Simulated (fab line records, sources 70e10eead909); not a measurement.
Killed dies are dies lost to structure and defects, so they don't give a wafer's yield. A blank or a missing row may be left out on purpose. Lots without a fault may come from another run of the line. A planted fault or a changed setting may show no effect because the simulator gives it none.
Which tool did it? | flow nand_harc | 15 lots, 45 wafers sampled, at 5 steps of a route of 1302

WHAT THE GAUGES READ, wafer by wafer
NHARC_A_M1_OVL_MEAS_10: pitch 240 nm.
lot  | measured     | on         | overlay_x_nm (nm) | overlay_y_nm (nm)
L322 | day 23 03:15 | overlay-02 | -1.1 -2.0 -1.5    | -0.6 -0.8 -1.0
L323 | day 23 17:28 | overlay-02 | -0.5 -0.7 -1.0    | -0.3 -0.3 0.0
L325 | day 23 20:36 | overlay-02 | -0.7 -1.0 -0.8    | -0.5 -0.4 -0.3
L324 | day 24 01:31 | overlay-02 | -0.4 -0.4 -0.2    | 0.8 0.5 0.9
L327 | day 25 00:39 | overlay-01 | -1.0 -0.6 -0.8    | 0.0 -0.5 -0.2
L326 | day 25 09:35 | overlay-02 | -0.8 -0.6 -0.4    | 0.7 1.1 0.8
L330 | day 26 04:49 | overlay-01 | 0.7 -0.2 -0.2     | 0.3 0.0 0.9
L329 | day 26 18:03 | overlay-01 | -1.1 -0.5 -1.0    | -0.8 -0.6 -0.7
L332 | day 27 09:30 | overlay-01 | 0.4 0.6 0.3       | 0.2 0.2 0.4
L334 | day 27 14:26 | overlay-02 | 0.9 1.8 1.2       | 0.6 0.5 0.8
L335 | day 27 22:22 | overlay-02 | 0.1 0.1 -1.1      | 1.2 0.9 0.8
L336 | day 28 14:35 | overlay-01 | 0.7 0.5 0.5       | 1.9 1.2 1.8
L340 | day 30 14:55 | overlay-02 | -0.3 0.2 -0.1     | 0.9 0.8 0.6
L345 | day 31 18:04 | overlay-02 | 0.7 1.7 1.4       | 2.0 1.2 1.4
L344 | day 31 20:23 | overlay-01 | -0.7 -1.0 -1.2    | 0.1 0.4 0.5

NHARC_A_BONDPAD_THK_MEAS_30: measures by ellipsometry.
lot  | measured     | on            | thk_nm (nm)
L322 | day 23 07:18 | film_metro-02 | 198.2 204.8 200.1
L323 | day 23 21:33 | film_metro-01 | 195.6 197.3 194.7
L325 | day 24 01:14 | film_metro-01 | 200.3 197.8 198.8
L324 | day 24 05:34 | film_metro-02 | 197.9 201.2 197.2
L327 | day 25 04:41 | film_metro-01 | 199.3 197.7 196.9
L326 | day 25 13:38 | film_metro-01 | 199.2 198.8 200.8
L330 | day 26 08:55 | film_metro-02 | 199.0 198.4 199.1
L329 | day 26 22:07 | film_metro-01 | 202.9 203.8 203.1
L332 | day 27 14:07 | film_metro-02 | 242.3 243.5 248.0 241.7 245.0 246.3
L334 | day 27 18:29 | film_metro-01 | 245.6 250.4 249.9 246.3 251.6 249.1
L335 | day 28 02:26 | film_metro-01 | 250.4 253.5 250.0 250.4 253.9 250.4
L336 | day 28 18:39 | film_metro-01 | 197.6 197.5 199.7
L340 | day 30 18:56 | film_metro-02 | 201.0 197.5 203.6
L345 | day 31 22:14 | film_metro-02 | 201.5 198.3 199.2
L344 | day 32 00:28 | film_metro-01 | 200.0 200.1 201.2

WHICH TOOL RAN EACH LOT (tool, then ch and the chambers of the sampled wafers, then the start)
lot  | NHARC_A_M0_DEP_32               | NHARC_A_M1_PVD_20                       | NHARC_A_BONDPAD_CMP_29
L322 | pecvd-03 ch 0,2, day 23 02:02   | pvd_sputter-01, day 23 07:03 or earlier | cmp-02 ch 1,2,3, day 23 07:03
L323 | pecvd-01 ch 1,2, day 23 16:14   | pvd_sputter-02, day 23 21:19 or earlier | cmp-01 ch 0,1, day 23 21:19
L325 | pecvd-01 ch 1,2, day 23 19:11   | pvd_sputter-01, day 24 01:01 or earlier | cmp-01 ch 0,2, day 24 01:01
L324 | pecvd-01 ch 0,1,2, day 24 00:14 | pvd_sputter-01, day 24 05:19 or earlier | cmp-01 ch 0,1, day 24 05:19
L327 | pecvd-01 ch 0,1,2, day 24 23:29 | pvd_sputter-02, day 25 04:28 or earlier | cmp-03 ch 0,1, day 25 04:28
L326 | pecvd-02 ch 0,1,2, day 25 08:26 | pvd_sputter-02, day 25 13:23 or earlier | cmp-01 ch 1,2,3, day 25 13:23
L330 | pecvd-03 ch 1,2, day 26 03:37   | pvd_sputter-02, day 26 08:40 or earlier | cmp-03 ch 1,3, day 26 08:40
L329 | pecvd-03 ch 0,1, day 26 16:43   | pvd_sputter-03, day 26 21:53 or earlier | cmp-02 ch 1,3, day 26 21:53
L332 | pecvd-02 ch 0,1,2, day 27 08:20 | pvd_sputter-03, day 27 13:53 or earlier | cmp-02 ch 1,3, day 27 13:53
L334 | pecvd-02 ch 0,1,2, day 27 13:20 | pvd_sputter-02, day 27 18:17 or earlier | cmp-02 ch 0,1,3, day 27 18:17
L335 | pecvd-02 ch 0,1,2, day 27 21:07 | pvd_sputter-03, day 28 02:11 or earlier | cmp-01 ch 1,2, day 28 02:11
L336 | pecvd-02 ch 0,1, day 28 13:17   | pvd_sputter-02, day 28 18:27 or earlier | cmp-03 ch 0,1,3, day 28 18:27
L340 | pecvd-02 ch 1,2, day 30 13:35   | pvd_sputter-02, day 30 18:42 or earlier | cmp-02 ch 1,2,3, day 30 18:42
L345 | pecvd-01 ch 0,1,2, day 31 16:29 | pvd_sputter-02, day 31 22:01 or earlier | cmp-01 ch 0,1,3, day 31 22:01
L344 | pecvd-01 ch 0,2, day 31 18:48   | pvd_sputter-02, day 32 00:16 or earlier | cmp-01 ch 0,2,3, day 32 00:16
- NHARC_A_M0_DEP_32: deposits SiCN, target thk 30 nm.
- NHARC_A_M1_PVD_20: deposits TaN, target thk 5 nm, time 8.06 s.
- NHARC_A_BONDPAD_CMP_29: polishes SiCN, target thk 200 nm.

WHAT THE TOOLS THEMSELVES READ (means of the sampled wafers that have a number; where no wafer has one, the mark that the record gives instead)
NHARC_A_M0_DEP_32.
lot  | tool     | heater_power_w (W) | showerhead_vpp_V (V)
L322 | pecvd-03 | 519                | 1412
L323 | pecvd-01 | 613                | 1279
L325 | pecvd-01 | 574                | 1297
L324 | pecvd-01 | 597                | 1304
L327 | pecvd-01 | 586                | 1312
L326 | pecvd-02 | 544                | 1261
L330 | pecvd-03 | 639                | 1338
L329 | pecvd-03 | 533                | 1397
L332 | pecvd-02 | 542                | 1258
L334 | pecvd-02 | 560                | 1264
L335 | pecvd-02 | 554                | 1249
L336 | pecvd-02 | 582                | 1211
L340 | pecvd-02 | 594                | 1296
L345 | pecvd-01 | 594                | 1314
L344 | pecvd-01 | 568                | 1319

NHARC_A_M1_PVD_20.
lot  | tool           | cathode_dc_power_W (W) | chamber_pressure_pa (Pa) | substrate_temp_c (C) | throttle_valve_pct (%)
L322 | pvd_sputter-01 | 15000                  | 0.12009                  | 50.00                | 29.2
L323 | pvd_sputter-02 | 15000                  | 0.12026                  | 49.82                | 29.8
L325 | pvd_sputter-01 | 14996                  | 0.12023                  | 50.00                | 30.1
L324 | pvd_sputter-01 | 15000                  | 0.12016                  | 50.02                | 29.3
L327 | pvd_sputter-02 | 15000                  | 0.12026                  | 49.93                | 30.1
L326 | pvd_sputter-02 | 14997                  | 0.12011                  | 50.04                | 29.8
L330 | pvd_sputter-02 | 15000                  | 0.12002                  | 50.07                | 29.8
L329 | pvd_sputter-03 | 15001                  | 0.11999                  | 50.05                | 32.2
L332 | pvd_sputter-03 | 14999                  | 0.12016                  | 50.02                | 31.9
L334 | pvd_sputter-02 | 15001                  | 0.11957                  | 50.17                | 30.3
L335 | pvd_sputter-03 | 15000                  | 0.11996                  | 50.01                | 30.1
L336 | pvd_sputter-02 | 15000                  | 0.11999                  | 49.94                | 29.8
L340 | pvd_sputter-02 | 15004                  | 0.11994                  | 50.01                | 30.3
L345 | pvd_sputter-02 | 14997                  | 0.12013                  | 50.06                | 29.9
L344 | pvd_sputter-02 | 14999                  | 0.12015                  | 49.93                | 29.9

NHARC_A_BONDPAD_CMP_29.
lot  | tool   | edge_zone_pressure_frac | motor_current_A (A)
L322 | cmp-02 | 0.999                   | 11.2
L323 | cmp-01 | 0.998                   | 12.7
L325 | cmp-01 | 1.000                   | 13.7
L324 | cmp-01 | 0.999                   | 12.9
L327 | cmp-03 | 0.999                   | 10.9
L326 | cmp-01 | 1.000                   | 13.0
L330 | cmp-03 | 0.999                   | 10.6
L329 | cmp-02 | 0.998                   | 11.0
L332 | cmp-02 | -                       | -
L334 | cmp-02 | -                       | -
L335 | cmp-01 | -                       | -
L336 | cmp-03 | 1.003                   | 10.9
L340 | cmp-02 | 1.005                   | 11.2
L345 | cmp-01 | 0.999                   | 12.1
L344 | cmp-01 | 1.001                   | 12.6

THE ANSWER, worked out from the rows above alone
Rule: what is usual is taken from the lots themselves. Put in order of their means at a reading, lots are off if they are a third of the lots or fewer, leave a main group of 4 or more, and stand apart from it by a gap of 3 or more times the standard deviation of the main group's means; of several such gaps the widest counts. A main group whose means are all the same, to the digits that the tables above print for the reading, isn't used. A lot without any number at a reading at which 4 lots or more have one is off too. The other lots that the step has rows for count as sound. The gauges are gone through in route order, then the tools' own readings, and for those a lot's mean is taken as printed above. The first step at which some lot is off is used, and at that step the reading that is off furthest; a lot without a number counts as furthest.
Off: L332, L334, L335, at NHARC_A_BONDPAD_THK_MEAS_30 (thk_nm). The main group: mean 199.4 nm, standard deviation 1.8.
A tool fits if, at a process step before that reading, it ran every lot that is off, and no sound lot after the first of them. The gauges at NHARC_A_BONDPAD_THK_MEAS_30 aren't tried: what is off there is off at NHARC_A_BONDPAD_CMP_29 too, on other tools, and a gauge's error can't cause that. NHARC_A_M1_PVD_20 gives no start for some lots, so the hours and the order of its lots are those of NHARC_A_BONDPAD_CMP_29. None of those tried fits.

WHAT THE SIMULATOR HAD PUT IN
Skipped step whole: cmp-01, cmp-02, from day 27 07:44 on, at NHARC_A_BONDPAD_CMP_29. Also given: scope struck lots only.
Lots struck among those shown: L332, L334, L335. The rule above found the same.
